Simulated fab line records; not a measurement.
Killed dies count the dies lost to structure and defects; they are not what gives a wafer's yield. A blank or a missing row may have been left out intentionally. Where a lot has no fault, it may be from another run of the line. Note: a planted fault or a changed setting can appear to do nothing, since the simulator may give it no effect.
fab line records | flow nandHarc
[record] lots = 12 wafers = 36 lastDay = 24
route steps=1159 shown P_START@1 P_ZERO_WELL@19 P_STI@87 END@1159
lots that met no fault: from a run of the same line without faults
startH: hours from the record's first day to the start of the lot's first wafer shown | waitH: hours elapsed since this lot's preceding step | " unchanged from the row above | L1.1+2: a row that stands for several wafers | - no value, or no start was given | * or withheld: withheld | < > ~ a bound
route shown NAME@n: a module of which the file shows steps, and the number in the route of the first | usual: mean/standard deviation of fault-free wafers | same: alike in all rows | chamber/n: place in a boat | sites: each site's reading | _std_site: how widely they spread, as a standard deviation | _edge_site: mean of outer sites minus mean of inner sites | radiusMm: how far each site lies from the wafer's centre | mask NAME#n: copy n | behind: the most recent tool/chamber to have shaped the wafer | hold: reason for holding the lot/hours on hold/outcome of the hold | device: names the non-switching transistor (n, p or np) | end of line: the tests these same wafers got at the end of their route | where a step has no rows: the recipe by itself | killed: not the wafer's yield, but the dies lost to structure and defects at the first sort | map: shows each die of a wafer: x if killed, . if not, _ if none is there
set.NAME: the setting the step ran with; set.NAME@STEP: the setting that earlier step ran with | model.NAME: the simulator's own value behind a step, which no gauge read
one table for each step of the route and one row for each wafer, over a sample of lots
services: a tool's chamber out of use, with start hour (startH, from the record's first day; less than 0 if before it), hours out, and reason
[[steps]]
[step NHARC_P_START_INSPECT_01]
[usual] rawDefectCount = 3.3/1.8
// columns lot.wafer tool chamber startH waitH rawDefectCount
L320.1 defectInspect-02 - 18.04 - 1
L320.2 " - " " 4
L320.4 " - " " 1
L321.3 defectInspect-02 - 24.04 - 5
L321.4 " - " " 5
L321.5 " - " " 2
L324.1 defectInspect-01 - 42.03 - 2
L324.4 " - " " 3
L324.5 " - " " 2
L329.1 defectInspect-02 - 72.04 - 5
L329.2 " - " " 5
L329.5 " - " " 5
L331.2 defectInspect-01 - 84.04 - 0
L331.3 " - " " 4
L331.4 " - " " 3
L332.1 defectInspect-01 - 90.04 - 2
L332.2 " - " " 5
L332.3 " - " " 3
L334.2 defectInspect-02 - 102.04 - 2
L334.4 " - " " 2
L334.5 " - " " 7
L337.2 defectInspect-01 - 120.04 - 3
L337.4 " - " " 11
L337.5 " - " " 3
L338.2 defectInspect-01 - 126.04 - 3
L338.3 " - " " 2
L338.5 " - " " 5
L339.1 defectInspect-02 - 132.04 - 2
L339.4 " - " " 4
L339.6 " - " " 2
L341.1 defectInspect-02 - 144.04 - 2
L341.4 " - " " 4
L341.6 " - " " 3
L342.1 defectInspect-01 - 150.04 - 2
L342.4 " - " " 5
L342.6 " - " " 0
[step NHARC_P_ZERO_WELL_ETCH_63]
[recipe] targetDepthA = 1200 timeS = 40.1 hbrFlowSccm = 150 cl2FlowSccm = 50 rfW = 400 icpW = 400 biasW = 100 chemistry = HBr/Cl2
[usual] drypumpMotorCurrentA = 5.7/0.36 heBacksideLeakSccm = 2.70/0.22 oesProductAu = 0.999/0.0098 throttleValvePct = 26.405/0.0092
// columns lot.wafer tool chamber startH waitH drypumpMotorCurrentA heBacksideLeakSccm oesProductAu rfHoursCounterH throttleValvePct
L320.4 rieSi-02 0 19.59 - 5.7 2.57 1.014 0.9 26.399
L320.1 " 1 " " 5.7 2.36 0.995 1.2 26.392
L320.2 " 3 " " 5.9 2.89 0.988 1.2 26.397
L321.4 rieSi-05 2 25.58 - 6.1 2.57 1.009 1.3 26.397
L321.3 " 0 " " 4.8 2.78 1.004 1.0 26.420
L321.5 " 3 " " 5.8 2.79 1.002 - 26.397
L324.1 rieSi-04 3 43.70 - 5.3 2.77 0.990 0.9 26.407
L324.4 " 0 " " 5.5 2.60 1.005 0.8 26.412
L324.5 " 1 " " 5.8 2.62 1.008 - 26.401
L329.1 rieSi-02 1 73.53 - 5.7 2.49 1.016 0.3 26.411
L329.2 " 3 " " 5.9 2.93 1.009 0.4 26.405
L329.5 " 1 " " 5.7 2.47 1.003 - 26.403
L331.2 rieSi-05 0 85.71 - 4.8 2.90 1.008 0.2 26.404
L331.3 " 1 " " 5.5 3.01 0.994 0.2 26.395
L331.4 " 2 " " 6.1 2.67 1.012 0.1 26.401
L332.1 rieSi-02 3 91.65 - 5.9 3.04 1.012 0.5 26.397
L332.3 " 1 " " 5.7 2.41 0.998 0.4 26.399
L332.2 " 2 " " 6.1 2.72 1.000 0.4 26.394
L334.2 rieSi-02 0 103.71 - 5.7 2.62 0.998 0.5 26.402
L334.4 " 1 " " 5.7 2.51 1.005 0.6 26.421
L334.5 " 3 " " 5.9 3.00 0.998 - 26.390
L337.4 rieSi-02 1 121.56 - 5.7 2.34 1.013 0.7 26.419
L337.2 " 3 " " 5.9 2.89 1.004 0.8 26.420
L337.5 " 0 " " 5.7 2.53 0.992 - 26.401
L338.3 rieSi-05 3 127.66 - 5.8 2.67 0.995 0.5 26.416
L338.2 " 1 " " 5.5 3.12 0.998 0.5 26.409
L338.5 " 2 " " 6.1 2.49 0.993 - 26.398
L339.4 rieSi-05 2 133.68 - 6.1 2.67 0.996 0.5 26.417
L339.1 " 3 " " 5.8 2.88 1.007 0.5 26.396
L339.6 " 1 " " 5.6 2.95 0.996 - 26.387
L341.4 rieSi-02 1 145.70 - 5.7 2.39 0.999 1.0 26.399
L341.1 " 3 " " 5.9 3.01 1.005 1.0 26.392
L341.6 " 2 " " 6.0 2.62 1.005 - 26.407
L342.4 rieSi-04 2 151.68 - 6.5 2.49 0.984 0.4 26.409
L342.1 " 3 " " 5.3 3.15 0.990 0.3 26.409
L342.6 " 0 " " 5.5 2.61 1.005 - 26.400
[step NHARC_P_ZERO_WELL_EXPOSE_49]
[recipe] na = 0.6 targetCdNm = 2000 doseMj = 22.64 maskId = P_HVPW
[same] na = 0.6
// columns lot.wafer tool chamber startH waitH mask
L320.1+2+4 krfScanner-04 0 23.55 - P_HVPW#0
L321.3+4+5 krfScanner-02 0 29.58 - P_NWELL#0
L324.1+4+5 krfScanner-04 0 47.55 - P_HVPW#0
L329.1+2+5 krfScanner-02 0 77.75 - P_HVPW#0
L331.2+3+4 krfScanner-02 0 94.92 - P_HVPW#0
L332.1+2+3 krfScanner-02 0 95.72 - P_HVPW#0
L334.2+4+5 krfScanner-04 0 107.60 - P_HVPW#0
L337.2+4+5 krfScanner-01 0 125.50 - P_HVPW#0
L338.2+3+5 krfScanner-02 0 131.57 - P_HVPW#0
L339.1+4+6 krfScanner-01 0 137.71 - P_HVPW#0
L341.1+4+6 krfScanner-01 0 149.63 - P_HVPW#0
L342.1+4+6 krfScanner-02 0 155.60 - P_HVPW#0
[step NHARC_P_ZERO_WELL_CD_MEAS_52]
[recipe] targetCdNm = 2000 landingEnergyEv = 500
[usual] cdNm = 2000.9/1.8
// columns lot.wafer tool chamber startH waitH cdNm
L320.1 cdSem-03 0 23.70 - 2003.0
L320.2 " 0 " " 1999.9
L320.4 " 0 " " 2001.1
L321.3 cdSem-03 0 29.73 - -
L321.4 " 0 " " -
L321.5 " 0 " " -
L324.1 cdSem-03 0 47.71 - 1999.9
L324.4 " 0 " " 1999.6
L324.5 " 0 " " 2002.3
L329.1 cdSem-03 0 77.91 - 2001.5
L329.2 " 0 " " 2000.7
L329.5 " 0 " " 2001.1
L331.2 cdSem-02 0 95.08 - 2000.7
L331.3 " 0 " " 1998.6
L331.4 " 0 " " 2003.6
L332.1 cdSem-03 0 95.88 - 2002.9
L332.2 " 0 " " 2001.3
L332.3 " 0 " " 2001.1
L334.2 cdSem-01 0 107.76 - 2003.7
L334.4 " 0 " " 2005.0
L334.5 " 0 " " 2001.6
L337.2 cdSem-03 0 125.65 - 2001.0
L337.4 " 0 " " 2001.3
L337.5 " 0 " " 2001.3
L338.2 cdSem-03 0 131.72 - 2003.4
L338.3 " 0 " " 2002.1
L338.5 " 0 " " 2002.4
L339.1 cdSem-02 0 137.87 - 1997.9
L339.4 " 0 " " 1997.5
L339.6 " 0 " " 2000.9
L341.1 cdSem-03 0 149.78 - 2000.2
L341.4 " 0 " " 1996.9
L341.6 " 0 " " 1997.1
L342.1 cdSem-01 0 155.75 - 2004.7
L342.4 " 0 " " 2002.3
L342.6 " 0 " " 2000.2
[step NHARC_P_STI_DESCUM_14]
[recipe] timeS = 3 o2FlowSccm = 200 arFlowSccm = 0 biasPowerW = 0 chemistry = O2
[usual] drypumpMotorCurrentA = 5.7/0.35 oesProductAu = 0.997/0.01 rfVppV = 57.8/0.92 showerheadPlenumPTorr = 1.93/0.066 throttleValvePct = 11.310/0.0088
// columns lot.wafer tool chamber startH waitH drypumpMotorCurrentA oesProductAu rfHoursCounterH rfVppV showerheadPlenumPTorr throttleValvePct
L320.2 rieDiel-10 0 46.64 - 5.7 1.002 1.6 55.9 1.90 11.318
L320.1 " 1 " " 5.7 1.007 1.4 58.1 1.95 11.311
L320.4 " 2 " " 5.5 0.996 1.5 57.8 1.98 11.300
L324.1 rieDiel-10 3 66.42 - 5.6 1.003 2.4 58.6 1.97 11.306
L324.4 " 0 " " 5.7 1.002 2.3 58.0 1.90 11.296
L324.5 " 3 " " 5.6 1.011 - 57.5 1.97 11.305
L329.1 rieDiel-03 1 97.84 - 5.8 1.004 1.1 57.4 1.89 11.307
L329.2 " 2 " " 5.7 0.996 1.1 57.1 1.97 11.306
L329.5 " 1 " " 5.8 1.000 - 57.3 1.89 11.315
L331.2 rieDiel-10 3 112.42 - 5.6 1.011 3.8 58.9 1.97 11.312
L331.3 " 0 " " 5.7 0.998 3.6 57.1 1.90 11.309
L331.4 " 1 " " 5.8 1.005 3.6 58.4 1.95 11.311
L332.3 rieDiel-05 2 112.58 - 5.6 0.987 7.2 56.3 1.79 11.311
L332.1 " 3 " " 6.4 0.995 7.6 58.8 1.92 11.294
L332.2 " 1 " " 6.2 1.004 7.2 58.3 1.94 11.302
L334.2 rieDiel-10 2 128.80 - 5.4 0.983 4.4 59.1 1.97 11.302
L334.4 " 1 " " 5.8 1.010 4.2 57.9 1.95 11.305
L334.5 " 2 " " 5.5 0.980 - 57.8 1.97 11.302
L337.4 rieDiel-10 3 145.19 - 5.6 0.997 5.1 57.0 1.97 11.320
L337.2 " 1 " " 5.7 1.017 4.9 58.5 1.95 11.291
L337.5 " 3 " " 5.6 0.996 - 57.8 1.97 11.306
L338.2 rieDiel-03 1 149.25 - 5.8 0.988 2.8 57.4 1.89 11.302
L338.3 " 2 " " 5.7 0.984 2.7 58.5 1.97 11.298
L338.5 " 1 " " 5.8 0.991 - 56.9 1.89 11.310
L339.1 rieDiel-10 0 158.10 - 5.7 1.003 5.6 56.6 1.90 11.290
L339.4 " 2 " " 5.5 1.000 5.7 58.9 1.97 11.307
L339.6 " 3 " " 5.6 1.014 - 57.5 1.97 11.328
L341.1 rieDiel-10 2 169.45 - 5.5 0.992 5.9 58.5 1.97 11.319
L341.4 " 3 " " 5.6 0.999 6.0 58.3 1.97 11.318
L341.6 " 1 " " 5.8 0.996 - 57.8 1.95 11.318
L342.4 rieDiel-05 0 173.06 - 5.3 1.007 0 58.5 2.02 11.315
L342.1 " 1 " " 6.2 0.998 0 58.4 1.94 11.312
L342.6 " 3 " " 6.5 1.002 - 57.1 1.92 11.304
[step NHARC_END_SORT_01]
[recipe] tempC = 25
[usual] killedAtArray = 28/11 killedAtOther = 0.6/0.85 killedAtPeriphery = 2.8/2.3 killedDies = 31/11 killedOpen = 3.1/1.6 killedShort = 2.0/1.4
[same] grossDies = 677
// columns lot.wafer tool chamber startH waitH killedAtArray killedAtOther killedAtPeriphery killedDies killedOpen killedShort
L321.3 prober-02 0 457.14 3.1 11 2 664 677 2 1
L321.4 prober-02 0 457.95 3.4 15 1 661 677 3 1
L321.5 prober-02 0 458.76 3.7 14 1 662 677 0 1
L331.2 prober-01 0 507.29 2.8 40 1 3 44 4 6
L331.3 prober-01 0 508.09 3.1 27 0 2 29 4 0
L331.4 prober-01 0 508.89 3.4 17 1 1 19 3 1
// killed by level:class
L321.3 P_ZERO_WELL:areaExpose=662 A_STAIRCASE:chamberFilmFlake=4 A_CHANNEL_FILL_D1:chamberFilmFlake=2 A_WL_FILL:chamberFilmFlake=2 THIN_TSV:chamberFilmFlake=2 P_GATE:geometricParticle:short=1 A_SOURCE_PLATE:geometricParticle:open=1 A_CONTACT:geometricParticle:open=1
L321.4 P_ZERO_WELL:areaExpose=659 A_CHANNEL_HOLE_D1:chamberFilmFlake=3 A_WL_FILL:chamberFilmFlake=3 P_CONTACT:geometricParticle:open=2 A_CHANNEL_FILL_D1:chamberFilmFlake=2 A_STAIRCASE:chamberFilmFlake=2 A_CONTACT:chamberFilmFlake=2 A_CONTACT:geometricParticle:short=1
L321.5 P_ZERO_WELL:areaExpose=662 A_CHANNEL_HOLE_D1:chamberFilmFlake=6 A_STAIRCASE:chamberFilmFlake=4 A_CONTACT:chamberFilmFlake=3 A_WL_FILL:geometricParticle:short=1 THIN_TSV:chamberFilmFlake=1
L331.2 A_CHANNEL_HOLE_D1:chamberFilmFlake=21 A_STAIRCASE:chamberFilmFlake=6 A_WL_FILL:chamberFilmFlake=3 A_CONTACT:geometricParticle:short=2 A_M0:geometricParticle:open=2 A_CONTACT:chamberFilmFlake=2 P_CONTACT:geometricParticle:short=1 P_M0:geometricParticle:open=1
L331.3 A_CHANNEL_HOLE_D1:chamberFilmFlake=17 A_STAIRCASE:chamberFilmFlake=7 P_CONTACT:geometricParticle:open=2 A_SOURCE_PLATE:geometricParticle:open=1 A_CONTACT:geometricParticle:open=1 A_SLIT:chamberFilmFlake=1
L331.4 A_CHANNEL_HOLE_D1:chamberFilmFlake=10 A_M0:geometricParticle:open=2 A_CONTACT:chamberFilmFlake=2 P_M0:geometricParticle:open=1 STARTING-WAFER:geometricParticle:short=1 A_ZERO_WELL:chamberFilmFlake=1 A_SGD_CUT:chamberFilmFlake=1 A_WL_FILL:chamberFilmFlake=1
[[services]]
// columns tool chamber startH hours kind
rieDiel-10 - -2.10 0.4 repair
rieDiel-10 - -0.50 9.0 pm
rieSi-04 2 1.13 1.4 repair
rieSi-02 0 3.94 4.7 repair
rieDiel-05 1 13.26 4.7 repair
rieDiel-03 3 14.58 9.4 repair
rieDiel-10 - 19.12 0.2 repair
rieSi-02 3 29.66 4.0 repair
rieDiel-03 - 31.55 1.8 repair
rieSi-02 - 34.00 9.0 pm
krfScanner-02 - 38.00 4.0 pm
rieDiel-03 - 38.30 9.0 pm
rieSi-04 - 46.53 0.1 repair
rieSi-02 0 58.59 14.3 repair
rieSi-05 - 62.00 9.0 pm
rieSi-04 3 71.94 13.6 repair
krfScanner-01 - 80.29 1.0 repair
rieDiel-05 0 82.66 3.7 repair
krfScanner-01 - 86.01 4.0 pm
rieDiel-03 0 91.94 2.9 repair
rieSi-05 - 99.60 0.3 repair
krfScanner-04 - 125.93 16.3 repair
rieSi-02 0 135.37 3.4 repair
rieDiel-10 0 138.44 5.6 repair
[[key]]
[firstSign] step = NHARC_P_ZERO_WELL_EXPOSE_49 reading = mask direction = changed
[effect] step = NHARC_P_ZERO_WELL_CD_MEAS_52 reading = cdNm direction = missing
[effect] step = NHARC_END_SORT_01 reading = killedAtPeriphery direction = up sigmas = 99+ usual = 2.8 struck = 662.3
[moreKillsBornAt] NHARC_P_ZERO_WELL_EXPOSE_49@krfScanner-02 = 1983
metAt NHARC_P_ZERO_WELL_EXPOSE_49
struckLots L321
laterRowsLeftOut L321.3,L321.4,L321.5
testerLeftOut L321
notActingAt NHARC_P_START_INSPECT_01,NHARC_P_ZERO_WELL_ETCH_63,NHARC_P_STI_DESCUM_14
[fault] kind = wrongMask tool = any chamber = - onsetH = 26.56 steps = NHARC_P_ZERO_WELL_EXPOSE_49 auxCopy = P_NWELL#0 scope = struckLotsOnly
// testerLeftOut: of these lots the tester's yield and bins aren't shown, on N5 and GAA mostly nor the transistor test; their killed dies are dies lost to structure and defects alone, not to doping, threshold or leakage, so they don't give the yield
// laterRowsLeftOut: the simulator's readings of these wafers behind a module that went badly wrong aren't trusted and aren't shown, but for the sort
